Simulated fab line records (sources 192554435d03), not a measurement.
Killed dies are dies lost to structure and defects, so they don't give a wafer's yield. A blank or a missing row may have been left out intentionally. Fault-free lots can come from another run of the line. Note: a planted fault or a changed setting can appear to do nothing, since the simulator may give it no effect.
fab line records + flow n5_finfet
[record]
- lots = 11
- wafers = 30
- last_day = 24
route steps=1938 shown FIN_CUT@164 STI_FIN_REVEAL@183 BEOL_M4@1111 PASSIVATION@1936
lots that met no fault: from a run of the same line without faults
start_h: hours from the record's first day to the start of the lot's first wafer shown + wait_h: hours elapsed since this lot's preceding step + " unchanged from the row above + L1.1+2: a row that stands for several wafers + - no value, or no start was given + * or withheld: withheld + < > ~ a bound
route shown NAME@n: names a module that has steps shown in the file, with the first one's number in the route + usual: average and standard deviation across the fault-free wafers + same: alike in all rows + chamber/n: place in a boat + sites: the reading at each site + _std_site: standard deviation of those values + _edge_site: inner sites' mean taken away from outer sites' mean + radius_mm: how far each site lies from the wafer's centre + mask NAME#n: copy n + behind: the most recent tool/chamber to have shaped the wafer + hold: the reason the lot was held/the length of the hold in hours/how it ended + device: names the non-switching transistor (n, p or np) + end of line: tests run on the same wafers once the route is complete + step lacking rows: just its recipe + killed: not the wafer's yield, but the dies lost to structure and defects at the first sort + map: the dies of a wafer, with x for killed, . for not killed, _ for no die there
set.NAME: setting as actually run; set.NAME@STEP: the setting as run at that earlier step + model.NAME: the simulator's own value behind a step, which no gauge read
one table for each step of the route and one row for each wafer, over a sample of lots
services: from which hour (start_h, from the record's first day; less than 0 if before it) a tool's chamber was out of use, for how many hours, and why
[[steps]]
[step N5_FIN_CUT_OVL_MEAS_09]
[recipe]
- points_per_wafer = 522
[usual]
- FIN_CUT_OVL = -0.5/0.74
| lot.wafer | tool       | chamber | start_h | wait_h | FIN_CUT_OVL[nm] |
|-----------|------------|---------|---------|--------|-----------------|
| L953.2    | overlay-01 | 0       | 26.98   | 0.0    | -0.4            |
| L953.4    | "          | 0       | "       | "      | -0.2            |
| L953.5    | "          | 0       | "       | "      | 0.3             |
| L956.2    | overlay-01 | 0       | 44.32   | 0.0    | -1.6            |
| L956.3    | "          | 0       | "       | "      | -1.2            |
| L956.6    | "          | 0       | "       | "      | -0.5            |
| L957.2    | overlay-02 | 0       | 52.95   | 0.0    | 1.0             |
| L957.4    | "          | 0       | "       | "      | -0.1            |
| L957.6    | "          | 0       | "       | "      | 0.7             |
| L958.1    | overlay-02 | 0       | 57.20   | 0.0    | -1.5            |
| L958.2    | "          | 0       | "       | "      | -2.4            |
| L958.3    | "          | 0       | "       | "      | -1.0            |
| L959.1    | overlay-02 | 0       | 62.76   | 0.0    | 0.4             |
| L959.5    | "          | 0       | "       | "      | -1.4            |
| L959.6    | "          | 0       | "       | "      | -0.3            |
| L960.2    | overlay-01 | 0       | 68.90   | 0.0    | -0.7            |
| L960.3    | "          | 0       | "       | "      | -1.2            |
| L960.5    | "          | 0       | "       | "      | -1.3            |
| L961.1    | overlay-02 | 0       | 75.32   | 0.0    | -1.3            |
| L961.5    | "          | 0       | "       | "      | -1.0            |
| L961.6    | "          | 0       | "       | "      | 0.0             |
| L963.1    | overlay-02 | 0       | 86.93   | 0.0    | -0.3            |
| L963.2    | "          | 0       | "       | "      | 1.0             |
| L963.3    | "          | 0       | "       | "      | 0.1             |
| L969.5    | overlay-01 | 0       | 123.03  | 0.0    | -0.9            |
| L969.6    | "          | 0       | "       | "      | -0.9            |
| L973.4    | overlay-01 | 0       | 147.17  | 0.0    | 0.8             |
| L973.6    | "          | 0       | "       | "      | -0.4            |
| L976.1    | overlay-01 | 0       | 166.66  | 0.0    | 0.3             |
| L976.6    | "          | 0       | "       | "      | -0.2            |
[step N5_FIN_CUT_PRECLEAN_35]
[recipe]
- time_s = 13.3
- temp_c = 45
- pressure_torr = 125
- p_hf_torr = 3
- p_coreactant_torr = 25
- chemistry = vHF
[usual]
- drypump_motor_current_A = 5.1/0.36
- time_s = 13.3/0
| lot.wafer | tool          | chamber | start_h | wait_h | drypump_motor_current_A | time_s |
|-----------|---------------|---------|---------|--------|-------------------------|--------|
| L953.2    | vapor_etch-02 | 1       | 27.62   | 0.0    | 5.4                     | 13.3   |
| L953.4    | "             | 0       | "       | "      | 5.5                     | 13.3   |
| L953.5    | "             | 0       | "       | "      | 5.5                     | 13.3   |
| L956.2    | vapor_etch-01 | 1       | 44.96   | 0.0    | 5.0                     | 13.3   |
| L956.3    | "             | 1       | "       | "      | 5.0                     | 13.3   |
| L956.6    | "             | 0       | "       | "      | 4.6                     | 13.3   |
| L957.2    | vapor_etch-02 | 0       | 53.75   | 0.2    | 5.5                     | 13.3   |
| L957.4    | "             | 1       | "       | "      | 5.4                     | 13.3   |
| L957.6    | "             | 0       | "       | "      | 5.6                     | 13.3   |
| L958.1    | vapor_etch-01 | 1       | 57.84   | 0.0    | 5.0                     | 13.3   |
| L958.2    | "             | 0       | "       | "      | 4.6                     | 13.3   |
| L958.3    | "             | 1       | "       | "      | 5.0                     | 13.3   |
| L959.1    | vapor_etch-01 | 0       | 63.41   | 0.0    | 4.7                     | 13.3   |
| L959.5    | "             | 0       | "       | "      | 4.7                     | 13.3   |
| L959.6    | "             | 1       | "       | "      | 5.0                     | 13.3   |
| L960.2    | vapor_etch-01 | 0       | 69.53   | 0.0    | 4.7                     | 13.3   |
| L960.3    | "             | 1       | "       | "      | 5.0                     | 13.3   |
| L960.5    | "             | 1       | "       | "      | 5.0                     | 13.3   |
| L961.1    | vapor_etch-01 | 1       | 75.96   | 0.0    | 5.0                     | 13.3   |
| L961.5    | "             | 0       | "       | "      | 4.6                     | 13.3   |
| L961.6    | "             | 1       | "       | "      | 5.0                     | 13.3   |
| L963.1    | vapor_etch-02 | 1       | 87.57   | 0.0    | 5.5                     | 13.3   |
| L963.2    | "             | 0       | "       | "      | 5.5                     | 13.3   |
| L963.3    | "             | 1       | "       | "      | 5.5                     | 13.3   |
| L969.5    | vapor_etch-01 | 0       | 123.69  | 0.1    | 4.6                     | 10.472 |
| L969.6    | "             | 1       | "       | "      | 5.0                     | 10.472 |
| L973.4    | vapor_etch-02 | 1       | 149.61  | 0.1    | 5.4                     | 13.3   |
| L973.6    | "             | 0       | "       | "      | 5.5                     | 13.3   |
| L976.1    | vapor_etch-02 | 1       | 167.31  | 0.1    | 5.4                     | 13.3   |
| L976.6    | "             | 0       | "       | "      | 5.5                     | 13.3   |
[step N5_STI_FIN_REVEAL_ALD_00]
[recipe]
- material = SiO2
- target_thk_a = 10
- temp_c = 300
- ald_precursor_family = BDEAS
- ald_co_reactant = O2-plasma
- pulse_time_s = 1
- pressure_torr = 2
[usual]
- heater_power_w = 485/53
- precursor_pulse_height_rel = 0.999/0.019
| lot.wafer | tool       | chamber | start_h | wait_h | heater_power_w | precursor_pulse_height_rel |
|-----------|------------|---------|---------|--------|----------------|----------------------------|
| L953.2    | ald_sin-01 | 1       | 28.05   | 0.1    | 521            | 0.997                      |
| L953.4    | "          | 2       | "       | "      | 473            | 1.034                      |
| L953.5    | "          | 1       | "       | "      | 506            | 1.001                      |
| L956.2    | ald_sin-03 | 0       | 45.53   | 0.2    | 513            | 0.999                      |
| L956.3    | "          | 3       | "       | "      | 498            | 0.982                      |
| L956.6    | "          | 3       | "       | "      | 496            | 0.983                      |
| L957.2    | ald_sin-03 | 1       | 54.15   | 0.0    | 517            | 0.992                      |
| L957.4    | "          | 3       | "       | "      | 496            | 0.991                      |
| L957.6    | "          | 1       | "       | "      | 540            | 1.005                      |
| L958.1    | ald_sin-01 | 0       | 58.24   | 0.0    | 620            | 1.032                      |
| L958.2    | "          | 2       | "       | "      | 470            | 0.989                      |
| L958.3    | "          | 3       | "       | "      | 451            | 1.000                      |
| L959.1    | ald_sin-02 | 3       | 63.81   | 0.0    | 437            | 1.000                      |
| L959.5    | "          | 2       | "       | "      | 453            | 1.028                      |
| L959.6    | "          | 3       | "       | "      | 431            | 0.985                      |
| L960.2    | ald_sin-02 | 0       | 69.93   | 0.0    | 433            | 0.987                      |
| L960.3    | "          | 2       | "       | "      | 456            | 1.003                      |
| L960.5    | "          | 0       | "       | "      | 428            | 0.977                      |
| L961.1    | ald_sin-01 | 1       | 76.36   | 0.0    | 516            | 0.980                      |
| L961.5    | "          | 3       | "       | "      | 443            | 0.997                      |
| L961.6    | "          | 0       | "       | "      | 626            | 1.009                      |
| L963.1    | ald_sin-01 | 0       | 88.80   | 0.9    | 629            | 0.993                      |
| L963.2    | "          | 2       | "       | "      | 479            | 0.989                      |
| L963.3    | "          | 3       | "       | "      | 441            | 0.992                      |
| L969.5    | ald_sin-03 | 1       | 124.45  | 0.4    | 525            | 1.000                      |
| L969.6    | "          | 0       | "       | "      | 510            | 0.982                      |
| L973.4    | ald_sin-02 | 3       | 150.06  | 0.0    | 429            | 0.969                      |
| L973.6    | "          | 0       | "       | "      | 425            | 0.968                      |
| L976.1    | ald_sin-03 | 1       | 167.78  | 0.0    | 517            | 1.036                      |
| L976.6    | "          | 3       | "       | "      | 506            | 1.000                      |
[step N5_STI_FIN_REVEAL_ALD_14]
[recipe]
- material = Si3N4
- target_thk_a = 30
- temp_c = 400
- ald_precursor_family = SiH2I2
- ald_co_reactant = N2/H2-plasma
- pressure_torr = 2
[usual]
- heater_power_w = 868/95
| lot.wafer | tool       | chamber | start_h | wait_h | heater_power_w |
|-----------|------------|---------|---------|--------|----------------|
| L953.2    | ald_sin-01 | 1       | 28.09   | 0.0    | 887            |
| L953.4    | "          | 2       | "       | "      | 836            |
| L953.5    | "          | 1       | "       | "      | 910            |
| L956.2    | ald_sin-03 | 0       | 45.57   | 0.0    | 941            |
| L956.3    | "          | 3       | "       | "      | 871            |
| L956.6    | "          | 3       | "       | "      | 879            |
| L957.2    | ald_sin-03 | 1       | 54.19   | 0.0    | 947            |
| L957.4    | "          | 3       | "       | "      | 889            |
| L957.6    | "          | 1       | "       | "      | 980            |
| L958.1    | ald_sin-01 | 0       | 58.29   | 0.0    | 1087           |
| L958.2    | "          | 2       | "       | "      | 850            |
| L958.3    | "          | 3       | "       | "      | 804            |
| L959.1    | ald_sin-02 | 3       | 63.86   | 0.0    | 796            |
| L959.5    | "          | 2       | "       | "      | 855            |
| L959.6    | "          | 3       | "       | "      | 776            |
| L960.2    | ald_sin-02 | 0       | 69.98   | 0.0    | 772            |
| L960.3    | "          | 2       | "       | "      | 832            |
| L960.5    | "          | 0       | "       | "      | 775            |
| L961.1    | ald_sin-01 | 1       | 76.41   | 0.0    | 882            |
| L961.5    | "          | 3       | "       | "      | 781            |
| L961.6    | "          | 0       | "       | "      | 1093           |
| L963.1    | ald_sin-01 | 0       | 88.85   | 0.0    | 1095           |
| L963.2    | "          | 2       | "       | "      | 868            |
| L963.3    | "          | 3       | "       | "      | 798            |
| L969.5    | ald_sin-03 | 1       | 124.59  | 0.1    | 969            |
| L969.6    | "          | 0       | "       | "      | 908            |
| L973.4    | ald_sin-02 | 3       | 150.11  | 0.0    | 784            |
| L973.6    | "          | 0       | "       | "      | 771            |
| L976.1    | ald_sin-03 | 1       | 167.83  | 0.0    | 957            |
| L976.6    | "          | 3       | "       | "      | 875            |
[step N5_BEOL_M4_RC_MEAS_101]
[usual]
- DIBL_N = 35.8/1.6
- DIBL_P = 35.6/2
- IOFF_N = 0.15/0.031
- IOFF_P = 0.20/0.033
- ION_N = 668/12
- ION_P = 459/6.8
- SS_N = 71.4/0.53
- SS_P = 73.1/0.63
- VT_N = 250/3.5
- VT_P = -251/3
| lot.wafer | tool      | chamber | start_h | wait_h | DIBL_N[mV/V] | DIBL_P[mV/V] | IOFF_N[nA/um] | IOFF_P[nA/um] | ION_N[uA/um] | ION_P[uA/um] | SS_N[mV/dec] | SS_P[mV/dec] | VT_N[mV] | VT_P[mV] |
|-----------|-----------|---------|---------|--------|--------------|--------------|---------------|---------------|--------------|--------------|--------------|--------------|----------|----------|
| L957.2    | prober-01 | 0       | 316.64  | 0.2    | 33.3         | 32.8         | 0.11          | 0.16          | 662          | 455          | 71.1         | 72.4         | 254      | -253     |
| L957.4    | "         | 0       | "       | "      | 34.9         | 34.0         | 0.13          | 0.17          | 662          | 452          | 71.9         | 72.8         | 253      | -253     |
| L957.6    | "         | 0       | "       | "      | 34.7         | 33.7         | 0.12          | 0.18          | 667          | 458          | 71.4         | 73.2         | 253      | -254     |
| L956.2    | prober-02 | 0       | 332.25  | 0.2    | 35.0         | 34.9         | 0.13          | 0.16          | 664          | 447          | 71.4         | 72.5         | 252      | -256     |
| L956.3    | "         | 0       | "       | "      | 37.2         | 37.6         | 0.18          | 0.21          | 681          | 462          | 71.7         | 73.3         | 248      | -254     |
| L956.6    | "         | 0       | "       | "      | 33.3         | 33.1         | 0.12          | 0.15          | 653          | 454          | 71.0         | 72.2         | 254      | -256     |
| L963.1    | prober-01 | 0       | 332.49  | 0.0    | 34.4         | 34.3         | 0.13          | 0.19          | 660          | 462          | 70.7         | 73.0         | 252      | -249     |
| L963.2    | "         | 0       | "       | "      | 33.6         | 33.3         | 0.11          | 0.17          | 649          | 458          | 70.8         | 72.6         | 255      | -253     |
| L963.3    | "         | 0       | "       | "      | 34.4         | 34.1         | 0.13          | 0.18          | 650          | 454          | 70.7         | 72.7         | 252      | -253     |
| L953.2    | prober-02 | 0       | 347.77  | 0.2    | 35.8         | 36.3         | 0.16          | 0.22          | 674          | 464          | 71.8         | 72.8         | 251      | -249     |
| L953.4    | "         | 0       | "       | "      | 36.6         | 36.9         | 0.18          | 0.24          | 661          | 451          | 71.5         | 73.5         | 250      | -248     |
| L953.5    | "         | 0       | "       | "      | 35.5         | 36.1         | 0.15          | 0.22          | 671          | 464          | 71.5         | 73.1         | 251      | -249     |
| L958.1    | prober-01 | 0       | 353.06  | 0.0    | 35.7         | 34.5         | 0.15          | 0.21          | 672          | 464          | 71.4         | 72.7         | 247      | -250     |
| L958.2    | "         | 0       | "       | "      | 34.6         | 32.7         | 0.13          | 0.18          | 667          | 461          | 71.2         | 72.6         | 252      | -251     |
| L958.3    | "         | 0       | "       | "      | 37.6         | 36.9         | 0.18          | 0.25          | 672          | 468          | 71.8         | 73.6         | 249      | -246     |
| L959.1    | prober-02 | 0       | 360.48  | 0.0    | 36.1         | 32.6         | 0.14          | 0.18          | 660          | 455          | 72.3         | 73.0         | 251      | -251     |
| L959.5    | "         | 0       | "       | "      | 38.3         | 34.5         | 0.16          | 0.21          | 658          | 450          | 72.0         | 73.9         | 249      | -250     |
| L959.6    | "         | 0       | "       | "      | 38.4         | 35.5         | 0.17          | 0.22          | 670          | 461          | 72.3         | 73.8         | 246      | -249     |
| L960.2    | prober-01 | 0       | 387.70  | 0.2    | 34.6         | 34.7         | 0.12          | 0.17          | 643          | 449          | 70.8         | 71.9         | 258      | -252     |
| L960.3    | "         | 0       | "       | "      | 34.2         | 34.0         | 0.12          | 0.17          | 657          | 455          | 70.2         | 72.0         | 255      | -253     |
| L960.5    | "         | 0       | "       | "      | 33.9         | 34.0         | 0.12          | 0.17          | 644          | 451          | 70.4         | 72.1         | 256      | -254     |
| L961.1    | prober-01 | 0       | 390.94  | 0.0    | 36.9         | 37.6         | 0.16          | 0.21          | 680          | 470          | 71.3         | 73.9         | 251      | -251     |
| L961.5    | "         | 0       | "       | "      | 35.9         | 36.5         | 0.14          | 0.19          | 666          | 454          | 71.4         | 73.9         | 252      | -253     |
| L961.6    | "         | 0       | "       | "      | 35.8         | 36.0         | 0.15          | 0.19          | 677          | 464          | 71.4         | 73.5         | 252      | -252     |
| L969.5    | prober-01 | 0       | 404.98  | 0.6    | 35.6         | 34.8         | 0.14          | 0.19          | 659          | 454          | 71.2         | 73.4         | 251      | -250     |
| L969.6    | "         | 0       | "       | "      | 36.9         | 36.1         | 0.16          | 0.21          | 680          | 462          | 71.5         | 73.6         | 249      | -251     |
| L973.4    | prober-01 | 0       | 460.39  | 0.5    | 37.8         | 36.4         | 0.16          | 0.20          | 659          | 456          | 72.2         | 74.3         | 248      | -253     |
| L973.6    | "         | 0       | "       | "      | 35.0         | 33.0         | 0.11          | 0.16          | 663          | 457          | 71.0         | 72.4         | 254      | -254     |
| L976.1    | prober-01 | 0       | 468.03  | 0.0    | 38.3         | 39.7         | 0.23          | 0.28          | 708          | 480          | 71.9         | 73.8         | 243      | -245     |
| L976.6    | "         | 0       | "       | "      | 38.3         | 39.2         | 0.22          | 0.27          | 685          | 465          | 71.4         | 74.4         | 244      | -244     |
[step N5_PASSIVATION_PROBE_49]
[usual]
- defect_limited_yield = 90.7/1.5
- killed_at_M0_to_M3 = 38/11
- killed_at_M4_up = 15/5.5
- killed_at_contacts = 12/6
- killed_at_front_end = 41/11
- killed_at_other = 3.5/2.7
- killed_dies = 110/18
- killed_open = 72/13
- killed_short = 35/8.7
- sort_bin_5_function = 5.5/1.1
- sort_bin_6_memory = 3.4/0.63
- sort_n_pass = 1070/18
- sort_yield_pct = 90.7/1.5
[same]
- gross_dies = 1180
- killed_at_back_side = 0
- sort_bin_4_leakage[%] = 0
- sort_bin_8_speed[%] = 0
| lot.wafer | tool      | chamber | start_h | wait_h | defect_limited_yield[%] | killed_at_M0_to_M3 | killed_at_M4_up | killed_at_contacts | killed_at_front_end | killed_at_other | killed_dies | killed_open | killed_short | sort_bin_5_function[%] | sort_bin_6_memory[%] | sort_n_pass | sort_yield_pct[%] |
|-----------|-----------|---------|---------|--------|-------------------------|--------------------|-----------------|--------------------|---------------------|-----------------|-------------|-------------|--------------|------------------------|----------------------|-------------|-------------------|
| L956.2    | prober-02 | -       | 440.79  | 0.1    | 89.2                    | 39                 | 25              | 9                  | 52                  | 2               | 127         | 79          | 45           | 6.7                    | 3.6                  | 1053        | 89.2              |
| L956.3    | prober-02 | -       | 440.84  | 0.1    | 88.9                    | 38                 | 22              | 3                  | 66                  | 2               | 131         | 78          | 48           | 6.6                    | 4.2                  | 1049        | 88.9              |
| L956.6    | prober-02 | -       | 440.99  | 0.3    | 90.5                    | 32                 | 16              | 7                  | 52                  | 5               | 112         | 73          | 38           | 5.4                    | 3.8                  | 1068        | 90.5              |
| L969.5    | prober-01 | -       | 524.63  | 0.2    | 90.2                    | 48                 | 13              | 9                  | 39                  | 7               | 116         | 81          | 32           | 5.7                    | 3.4                  | 1064        | 90.2              |
| L969.6    | prober-01 | -       | 524.68  | 0.3    | 90.4                    | 53                 | 17              | 13                 | 28                  | 2               | 113         | 84          | 29           | 5.3                    | 3.8                  | 1067        | 90.4              |
| L973.4    | prober-01 | -       | 564.55  | 0.2    | 91.5                    | 23                 | 16              | 15                 | 39                  | 7               | 100         | 69          | 31           | 5.0                    | 3.3                  | 1080        | 91.5              |
| L973.6    | prober-01 | -       | 564.65  | 0.3    | 92.4                    | 23                 | 18              | 12                 | 28                  | 9               | 90          | 53          | 37           | 4.3                    | 3.0                  | 1090        | 92.4              |
| L976.1    | prober-02 | -       | 572.01  | 0.0    | 91.0                    | 32                 | 21              | 9                  | 40                  | 4               | 106         | 67          | 35           | 5.8                    | 2.5                  | 1074        | 91.0              |
| L976.6    | prober-02 | -       | 572.26  | 0.3    | 89.5                    | 44                 | 17              | 11                 | 44                  | 8               | 124         | 83          | 41           | 5.8                    | 4.2                  | 1056        | 89.5              |
// killed by level:class
L956.2 FIN_SAQP:geometric_particle:short=19 FIN_SAQP:geometric_particle:open=14 BEOL_M0_SAQP:geometric_particle:open=9 BEOL_M4:geometric_particle:open=9 BEOL_M3:geometric_particle:open=8 BEOL_M5:geometric_particle:open=8 BEOL_M2:geometric_particle:open=7 MOL_CONTACT_COAG:geometric_particle:open=6
L956.3 FIN_SAQP:geometric_particle:open=20 FIN_SAQP:geometric_particle:short=15 DUMMY_GATE:geometric_particle:open=10 BEOL_M4:geometric_particle:open=8 BEOL_M0_SAQP:geometric_particle:open=6 BEOL_M0_SAQP:geometric_particle:short=6 BEOL_M1:geometric_particle:open=5 BEOL_M2:geometric_particle:open=5
L956.6 FIN_SAQP:geometric_particle:open=21 FIN_SAQP:geometric_particle:short=12 BEOL_M2:geometric_particle:open=9 BEOL_M4:geometric_particle:open=9 BEOL_M0_SAQP:geometric_particle:short=6 BEOL_M0_SAQP:geometric_particle:open=6 MOL_CONTACT_COAG:geometric_particle:open=5 BEOL_M1:geometric_particle:open=4
L969.5 FIN_SAQP:geometric_particle:open=15 BEOL_M1:geometric_particle:open=10 BEOL_M0_SAQP:geometric_particle:short=9 BEOL_M3:geometric_particle:open=9 BEOL_M0_SAQP:geometric_particle:open=8 BEOL_M4:geometric_particle:open=8 MOL_CONTACT_COAG:geometric_particle:open=7 GATE_CUT:geometric_particle:short=6
L969.6 BEOL_M1:geometric_particle:open=20 FIN_SAQP:geometric_particle:open=13 BEOL_M4:geometric_particle:open=11 MOL_CONTACT_COAG:geometric_particle:open=11 BEOL_M3:geometric_particle:open=9 BEOL_M0_SAQP:geometric_particle:short=8 BEOL_M0_SAQP:geometric_particle:open=7 FIN_SAQP:geometric_particle:short=5
L973.4 MOL_CONTACT_COAG:geometric_particle:open=13 STI_FIN_REVEAL:geometric_particle:open=11 FIN_SAQP:geometric_particle:open=8 BEOL_M0_SAQP:geometric_particle:short=7 BEOL_M0_SAQP:geometric_particle:open=6 BEOL_M4:geometric_particle:open=6 FIN_SAQP:geometric_particle:short=5 BEOL_M2:geometric_particle:open=4
L973.6 MOL_CONTACT_COAG:geometric_particle:open=10 GATE_CUT:geometric_particle:open=6 FIN_SAQP:geometric_particle:short=5 BEOL_M3:geometric_particle:open=5 BEOL_M0_SAQP:geometric_particle:short=5 BEOL_M5:geometric_particle:open=5 STI_FIN_REVEAL:geometric_particle:open=4 BEOL_M4:geometric_particle:open=4
L976.1 FIN_SAQP:geometric_particle:short=10 FIN_SAQP:geometric_particle:open=10 BEOL_M4:geometric_particle:open=9 BEOL_M2:geometric_particle:open=9 BEOL_M3:geometric_particle:open=9 MOL_CONTACT_COAG:geometric_particle:open=7 BEOL_M0_SAQP:geometric_particle:short=4 BEOL_M1:geometric_particle:open=4
L976.6 BEOL_M0_SAQP:geometric_particle:short=18 FIN_SAQP:geometric_particle:open=10 BEOL_M0_SAQP:geometric_particle:open=10 MOL_CONTACT_COAG:geometric_particle:open=9 STI_FIN_REVEAL:geometric_particle:open=8 BEOL_M3:geometric_particle:open=8 GATE_CUT:geometric_particle:short=6 DUMMY_GATE:geometric_particle:open=6
[[services]]
| tool       | chamber | start_h | hours | kind   |
|------------|---------|---------|-------|--------|
| ald_sin-03 | 0       | 8.41    | -     | clean  |
| ald_sin-03 | 1       | 8.41    | -     | clean  |
| ald_sin-03 | 2       | 8.41    | -     | clean  |
| ald_sin-03 | 3       | 8.41    | -     | clean  |
| ald_sin-02 | 0       | 14.19   | 33.1  | repair |
| ald_sin-03 | -       | 34.75   | 2.8   | pm     |
| ald_sin-02 | 1       | 35.71   | 3.2   | repair |
| ald_sin-01 | 1       | 73.33   | 2.6   | repair |
[[key]]
[first_sign]
- step = N5_FIN_CUT_PRECLEAN_35
- reading = time_s
- direction = down
- sigmas = 99+
- usual = *
- struck = *
effect none on later readings
met_at N5_FIN_CUT_PRECLEAN_35
struck_lots L969
struck_wafers L969.5,L969.6
not_acting_at N5_FIN_CUT_OVL_MEAS_09,N5_STI_FIN_REVEAL_ALD_00,N5_STI_FIN_REVEAL_ALD_14
onset_between 75.96 123.69
[fault]
- kind = process_parameter_drift
- tool = vapor_etch-01
- chamber = -
- onset_h = 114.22
- steps = N5_FIN_CUT_PRECLEAN_35
- channel = time_s
- offset = *
- shape = step
- end_h = 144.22
- scope = struck_wafers_only
- stated = *
